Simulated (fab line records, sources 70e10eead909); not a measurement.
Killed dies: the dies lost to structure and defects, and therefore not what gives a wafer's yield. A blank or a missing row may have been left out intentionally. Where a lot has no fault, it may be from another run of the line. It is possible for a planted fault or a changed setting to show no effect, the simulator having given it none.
fab line records -- flow nandHarc
record lots=12, wafers=36, lastDay=34
route steps=1302 shown P_GATE@204 P_CONTACT@217
lots untouched by any fault: they come from a run of this same line in which no faults occurred
startH: start of the lot's first displayed wafer, in hours after the record's first day -- waitH: how many hours have passed since the lot's step before this one -- " same as the row above -- L1.1+2: several wafers, shown together as one row -- - either no value or no given start -- * or withheld: withheld -- < > ~ a bound
route shown NAME@n: NAME is a module with steps in the file, n the number in the route of the first one -- usual: mean/standard deviation of fault-free wafers -- same: alike in all rows -- chamber/n: place in a boat -- sites: readings site by site -- _std_site: standard deviation across them -- _edge_site: the outer-site mean with the inner-site mean subtracted -- radiusMm: how far each site lies from the wafer's centre -- mask NAME#n: copy n -- behind: the last tool/chamber to shape the wafer -- hold: why the lot went on hold/how many hours it stayed there/how the hold came to an end -- device: which transistor (n, p or np) failed to switch -- end of line: the route-end tests of the same wafers -- for a step that has no rows: nothing shown but its recipe -- killed: count of dies lost to structure and defects at first sort (not the wafer's yield) -- map: the dies of a wafer, with x for killed, . for not killed, _ for no die there
set.NAME: setting as actually run; set.NAME@STEP: the setting as run at that earlier step -- model.NAME: the simulator's own value behind a step, which no gauge read
steps of the route over a sample of lots; a table a step, a row a wafer
services: the hour from which a tool's chamber was out of use, counted from the record's first day as startH (under 0 if before that day), plus the number of hours and why
## steps
# step NHARC_P_GATE_STRIP_113
# recipe powerW=1500, tempC=110, timeS=740, chemistry=N2/H2
# usual drypumpMotorCurrentA=5.9/0.43, heaterPowerW=93/5.7, tempC=110.00/0.13
lot.wafer,tool,chamber,startH,waitH,drypumpMotorCurrentA,heaterPowerW,rfHoursCounterH,tempC
L926.2,plasmaAsher-01,1,142.93,0.2,5.3,96,30,109.90
L926.3,plasmaAsher-01,0,142.93,0.2,6.4,100,-,110.09
L926.5,plasmaAsher-01,1,142.93,0.2,5.3,96,-,109.98
L927.1,plasmaAsher-02,1,155.10,0.2,6.3,94,15,109.99
L927.5,plasmaAsher-02,1,155.10,0.2,6.3,90,-,109.91
L927.6,plasmaAsher-02,0,155.10,0.2,5.9,85,-,110.15
L931.2,plasmaAsher-02,0,193.48,0.2,5.9,83,23,110.04
L931.1,plasmaAsher-02,1,193.48,0.2,6.3,90,23,110.00
L931.4,plasmaAsher-02,1,193.48,0.2,6.3,94,-,110.13
L932.1,plasmaAsher-01,1,204.85,0.2,5.3,99,5,110.20
L932.2,plasmaAsher-01,0,204.85,0.2,6.3,94,5,109.86
L932.3,plasmaAsher-01,1,204.85,0.2,5.3,97,-,109.93
L936.1,plasmaAsher-02,0,247.34,0.2,5.9,85,36,110.23
L936.3,plasmaAsher-02,0,247.34,0.2,5.9,86,-,110.14
L936.6,plasmaAsher-02,1,247.34,0.2,6.2,92,-,110.10
L938.2,plasmaAsher-01,1,262.35,0.2,5.3,100,19,109.95
L938.5,plasmaAsher-01,1,262.35,0.2,5.3,102,-,110.08
L938.6,plasmaAsher-01,0,262.35,0.2,6.4,97,-,109.83
L937.2,plasmaAsher-01,1,265.20,0.2,5.3,101,20,110.11
L937.3,plasmaAsher-01,1,265.20,0.2,5.3,99,-,109.89
L937.5,plasmaAsher-01,0,265.20,0.2,6.4,96,-,109.77
L939.2,plasmaAsher-01,0,276.02,0.3,6.3,93,22,110.09
L939.5,plasmaAsher-01,1,276.02,0.3,5.3,100,-,110.05
L939.6,plasmaAsher-01,0,276.02,0.3,6.4,94,-,110.15
L942.1,plasmaAsher-01,0,306.02,0.3,6.3,95,28,109.87
L942.4,plasmaAsher-01,0,306.02,0.3,6.3,92,-,109.93
L942.6,plasmaAsher-01,0,306.02,0.3,6.3,95,-,109.77
L944.2,plasmaAsher-01,0,317.36,0.2,6.3,93,30,110.03
L944.5,plasmaAsher-01,0,317.36,0.2,6.4,93,-,109.98
L944.6,plasmaAsher-01,1,317.36,0.2,5.3,100,-,110.01
L945.1,plasmaAsher-01,1,331.32,0.3,5.3,100,33,109.81
L945.3,plasmaAsher-01,0,331.32,0.3,6.3,95,-,109.92
L945.4,plasmaAsher-01,1,331.32,0.3,5.3,97,-,109.74
L946.1,plasmaAsher-01,1,338.89,0.2,5.3,99,36,109.94
L946.2,plasmaAsher-01,0,338.89,0.2,6.3,96,36,109.85
L946.5,plasmaAsher-01,0,338.89,0.2,6.3,93,-,109.91
# step NHARC_P_GATE_RTA_82
# recipe tempC=450, timeS=30
# usual lampPowerPct=4.10/0.13, wafer_temp_C_max=452.0/0.43
lot.wafer,tool,chamber,startH,waitH,lampPowerPct,wafer_temp_C_max
L926.2,rtpAnneal-01,0,145.43,-,4.25,452.5
L926.3,rtpAnneal-01,0,145.43,-,4.26,451.6
L926.5,rtpAnneal-01,0,145.43,-,4.25,452.2
L927.1,rtpAnneal-02,0,157.43,-,3.99,451.7
L927.5,rtpAnneal-02,0,157.43,-,4.01,451.8
L927.6,rtpAnneal-02,0,157.43,-,4.00,452.0
L931.1,rtpAnneal-01,0,195.97,-,4.26,451.8
L931.2,rtpAnneal-01,0,195.97,-,4.26,452.3
L931.4,rtpAnneal-01,0,195.97,-,4.25,452.0
L932.1,rtpAnneal-02,0,207.20,-,4.00,452.5
L932.2,rtpAnneal-02,0,207.20,-,4.00,452.0
L932.3,rtpAnneal-02,0,207.20,-,3.99,452.4
L936.1,rtpAnneal-02,0,249.69,-,3.99,451.5
L936.3,rtpAnneal-02,0,249.69,-,4.00,451.8
L936.6,rtpAnneal-02,0,249.69,-,3.99,452.3
L938.2,rtpAnneal-01,0,264.72,-,4.26,452.1
L938.5,rtpAnneal-01,0,264.72,-,4.25,451.9
L938.6,rtpAnneal-01,0,264.72,-,4.26,453.2
L937.2,rtpAnneal-01,0,267.57,-,4.25,451.9
L937.3,rtpAnneal-01,0,267.57,-,4.26,452.8
L937.5,rtpAnneal-01,0,267.57,-,4.26,452.2
L939.2,rtpAnneal-02,0,278.27,-,3.99,451.7
L939.5,rtpAnneal-02,0,278.27,-,4.00,452.2
L939.6,rtpAnneal-02,0,278.27,-,4.00,452.6
L942.1,rtpAnneal-02,0,308.36,-,4.00,451.6
L942.4,rtpAnneal-02,0,308.36,-,4.00,452.5
L942.6,rtpAnneal-02,0,308.36,-,3.99,451.7
L944.2,rtpAnneal-02,0,319.96,-,4.00,451.3
L944.5,rtpAnneal-02,0,319.96,-,4.00,452.1
L944.6,rtpAnneal-02,0,319.96,-,4.00,453.1
L945.1,rtpAnneal-02,0,333.54,-,3.99,451.4
L945.3,rtpAnneal-02,0,333.54,-,4.00,451.9
L945.4,rtpAnneal-02,0,333.54,-,4.00,451.9
L946.1,rtpAnneal-02,0,341.25,-,4.00,451.9
L946.2,rtpAnneal-02,0,341.25,-,4.00,452.4
L946.5,rtpAnneal-02,0,341.25,-,3.99,452.9
# step NHARC_P_CONTACT_DEP_30
# recipe targetThkA=300, tempC=400, targetThkNm=30, flowSccm=200, rfW=450, material=SiNx
# usual heaterPowerW=780/75
lot.wafer,tool,chamber,startH,waitH,heaterPowerW,sinceWetCleanH
L926.2,pecvd-04,1,145.68,0.1,803,44
L926.3,pecvd-04,0,145.68,0.1,841,44
L926.5,pecvd-04,1,145.68,0.1,823,-
L927.1,pecvd-02,2,157.75,0.1,787,99
L927.5,pecvd-02,1,157.75,0.1,713,-
L927.6,pecvd-02,2,157.75,0.1,771,-
L931.2,pecvd-04,1,196.27,0.1,803,95
L931.1,pecvd-04,2,196.27,0.1,859,95
L931.4,pecvd-04,2,196.27,0.1,851,-
L932.2,pecvd-04,0,207.47,0.1,853,106
L932.3,pecvd-04,1,207.47,0.1,805,106
L932.1,pecvd-04,2,207.47,0.1,812,106
L936.1,pecvd-01,0,250.00,0.1,674,107
L936.3,pecvd-01,1,250.00,0.1,877,107
L936.6,pecvd-01,1,250.00,0.1,892,-
L938.2,pecvd-01,1,265.03,0.1,870,122
L938.5,pecvd-01,2,265.03,0.1,726,-
L938.6,pecvd-01,1,265.03,0.1,891,-
L937.3,pecvd-04,2,267.81,0.1,704,166
L937.2,pecvd-04,1,267.81,0.1,809,167
L937.5,pecvd-04,2,267.81,0.1,712,-
L939.2,pecvd-01,1,278.69,0.2,838,136
L939.5,pecvd-01,2,278.69,0.2,692,-
L939.6,pecvd-01,1,278.69,0.2,862,-
L942.1,pecvd-02,2,308.70,0.1,834,69
L942.4,pecvd-02,1,308.70,0.1,815,-
L942.6,pecvd-02,2,308.70,0.1,832,-
L944.2,pecvd-04,0,320.34,0.2,801,38
L944.6,pecvd-04,1,320.34,0.2,715,-
L944.5,pecvd-04,0,320.34,0.2,791,-
L945.3,pecvd-04,0,333.80,0.1,697,51
L945.1,pecvd-04,1,333.80,0.1,780,52
L945.4,pecvd-04,1,333.80,0.1,805,-
L946.1,pecvd-02,0,341.51,0.1,788,102
L946.2,pecvd-02,1,341.51,0.1,776,102
L946.5,pecvd-02,0,341.51,0.1,791,-
# step NHARC_P_CONTACT_EXPOSE_09
# recipe na=1.35, targetCdNm=90, doseMj=81.26, maskId=P_CA
# usual exposureDoseMJCm2=81.26/0.18
lot.wafer,tool,chamber,startH,waitH,mask,exposureDoseMJCm2
L926.2,arfiScanner-03,0,147.09,-,P_CA#0,81.01
L926.3,arfiScanner-03,0,147.09,-,P_CA#0,81.11
L926.5,arfiScanner-03,0,147.09,-,P_CA#0,81.10
L927.1,arfiScanner-02,0,159.33,-,P_CA#0,81.55
L927.5,arfiScanner-02,0,159.33,-,P_CA#0,81.58
L927.6,arfiScanner-02,0,159.33,-,P_CA#0,81.36
L931.1,arfiScanner-01,0,197.65,-,P_CA#0,81.23
L931.2,arfiScanner-01,0,197.65,-,P_CA#0,81.19
L931.4,arfiScanner-01,0,197.65,-,P_CA#0,81.19
L932.1,arfiScanner-02,0,208.87,-,P_CA#0,81.21
L932.2,arfiScanner-02,0,208.87,-,P_CA#0,81.41
L932.3,arfiScanner-02,0,208.87,-,P_CA#0,81.51
L936.1,arfiScanner-02,0,251.23,-,P_CA#0,88.54
L936.3,arfiScanner-02,0,251.23,-,P_CA#0,88.42
L936.6,arfiScanner-02,0,251.23,-,P_CA#0,88.40
L938.2,arfiScanner-02,0,266.23,-,P_CA#0,87.14
L938.5,arfiScanner-02,0,266.23,-,P_CA#0,87.05
L938.6,arfiScanner-02,0,266.23,-,P_CA#0,87.07
L937.2,arfiScanner-02,0,269.09,-,P_CA#0,85.89
L937.3,arfiScanner-02,0,269.09,-,P_CA#0,85.90
L937.5,arfiScanner-02,0,269.09,-,P_CA#0,85.83
L939.2,arfiScanner-02,0,279.90,-,P_CA#0,85.04
L939.5,arfiScanner-02,0,279.90,-,P_CA#0,85.00
L939.6,arfiScanner-02,0,279.90,-,P_CA#0,85.06
L942.1,arfiScanner-03,0,310.02,-,P_CA#0,80.95
L942.4,arfiScanner-03,0,310.02,-,P_CA#0,81.06
L942.6,arfiScanner-03,0,310.02,-,P_CA#0,81.00
L944.2,arfiScanner-03,0,321.67,-,P_CA#0,81.02
L944.5,arfiScanner-03,0,321.67,-,P_CA#0,80.96
L944.6,arfiScanner-03,0,321.67,-,P_CA#0,81.02
L945.1,arfiScanner-03,0,335.08,-,P_CA#0,81.05
L945.3,arfiScanner-03,0,335.08,-,P_CA#0,80.96
L945.4,arfiScanner-03,0,335.08,-,P_CA#0,81.00
L946.1,arfiScanner-01,0,342.91,-,P_CA#0,81.23
L946.2,arfiScanner-01,0,342.91,-,P_CA#0,81.32
L946.5,arfiScanner-01,0,342.91,-,P_CA#0,81.30
# step NHARC_P_CONTACT_CD_MEAS_12
# recipe targetCdNm=90, landingEnergyEv=500
# usual cdNm=90.3/0.71
lot.wafer,tool,chamber,startH,waitH,cdNm
L926.2,cdSem-02,0,147.23,-,91.6
L926.3,cdSem-02,0,147.23,-,90.9
L926.5,cdSem-02,0,147.23,-,91.0
L927.1,cdSem-01,0,159.47,-,90.5
L927.5,cdSem-01,0,159.47,-,90.1
L927.6,cdSem-01,0,159.47,-,90.6
L931.1,cdSem-02,0,197.79,-,89.5
L931.2,cdSem-02,0,197.79,-,90.1
L931.4,cdSem-02,0,197.79,-,89.8
L932.1,cdSem-02,0,209.01,-,90.0
L932.2,cdSem-02,0,209.01,-,89.5
L932.3,cdSem-02,0,209.01,-,90.8
L936.1,cdSem-03,0,251.37,-,95.6
L936.3,cdSem-03,0,251.37,-,95.8
L936.6,cdSem-03,0,251.37,-,95.4
L938.2,cdSem-03,0,266.37,-,94.1
L938.5,cdSem-03,0,266.37,-,93.0
L938.6,cdSem-03,0,266.37,-,94.1
L937.2,cdSem-02,0,269.23,-,93.0
L937.3,cdSem-02,0,269.23,-,93.4
L937.5,cdSem-02,0,269.23,-,92.9
L939.2,cdSem-01,0,280.05,-,91.8
L939.5,cdSem-01,0,280.05,-,92.2
L939.6,cdSem-01,0,280.05,-,92.0
L942.1,cdSem-01,0,310.16,-,92.2
L942.4,cdSem-01,0,310.16,-,91.2
L942.6,cdSem-01,0,310.16,-,91.5
L944.2,cdSem-03,0,321.80,-,90.3
L944.5,cdSem-03,0,321.80,-,89.3
L944.6,cdSem-03,0,321.80,-,90.5
L945.1,cdSem-01,0,335.22,-,89.2
L945.3,cdSem-01,0,335.22,-,89.4
L945.4,cdSem-01,0,335.22,-,89.4
L946.1,cdSem-01,0,343.05,-,88.7
L946.2,cdSem-01,0,343.05,-,89.6
L946.5,cdSem-01,0,343.05,-,89.3
## services
tool,chamber,startH,hours,kind
arfiScanner-01,-,119.67,7.0,repair
pecvd-02,2,125.51,12.4,repair
pecvd-02,0,128.18,7.7,repair
pecvd-01,-,130.00,13.0,pm
arfiScanner-02,-,140.00,4.0,pm
pecvd-02,0,152.65,9.0,repair
pecvd-04,-,164.04,1.7,repair
plasmaAsher-01,-,165.00,9.0,pm
arfiScanner-03,-,186.28,0.5,repair
arfiScanner-03,-,196.00,4.0,pm
pecvd-04,1,216.23,4.5,repair
arfiScanner-03,-,220.35,0.7,repair
pecvd-02,-,227.00,13.0,pm
plasmaAsher-02,-,249.24,9.0,pm
arfiScanner-01,-,252.00,4.0,pm
pecvd-04,-,255.44,1.1,repair
pecvd-04,-,269.35,13.0,pm
arfiScanner-02,-,286.70,3.3,repair
arfiScanner-02,-,291.82,0.4,repair
arfiScanner-02,-,309.92,0.2,repair
pecvd-01,-,311.00,13.0,pm
arfiScanner-02,-,312.00,4.0,pm
pecvd-04,1,337.25,13.5,repair
plasmaAsher-01,-,342.00,9.0,pm
## key
firstSign step=NHARC_P_CONTACT_EXPOSE_09, reading=exposureDoseMJCm2, direction=up, sigmas=30, usual=81.26, struck=86.61
effect step=NHARC_P_CONTACT_CD_MEAS_12, reading=cdNm, direction=up, sigmas=4.7, usual=90.3, struck=93.6, through=controlLoop
metAt NHARC_P_CONTACT_EXPOSE_09
struckLots L936,L937,L938,L939
testerLeftOut L936,L937,L938,L939
loopTrim step=NHARC_P_CONTACT_EXPOSE_09, setting=dose, lots=L937,L938,L939
notActingAt NHARC_P_GATE_STRIP_113,NHARC_P_GATE_RTA_82,NHARC_P_CONTACT_DEP_30
onsetBetween 208.87 251.23
fault kind=processParameterDrift, tool=arfiScanner-02, chamber=-, onsetH=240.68, steps=NHARC_P_CONTACT_EXPOSE_09, channel=doseMj, offset=6.9741, shape=step, actsIn=theseRecipesOnly, stated=81.26
# testerLeftOut: of these lots the tester's yield and bins aren't shown, on N5 and GAA mostly nor the transistor test; their killed dies are dies lost to structure and defects alone, not to doping, threshold or leakage, so they don't give the yield
# loopTrim: a control loop set the setting to another value than it would have without faults
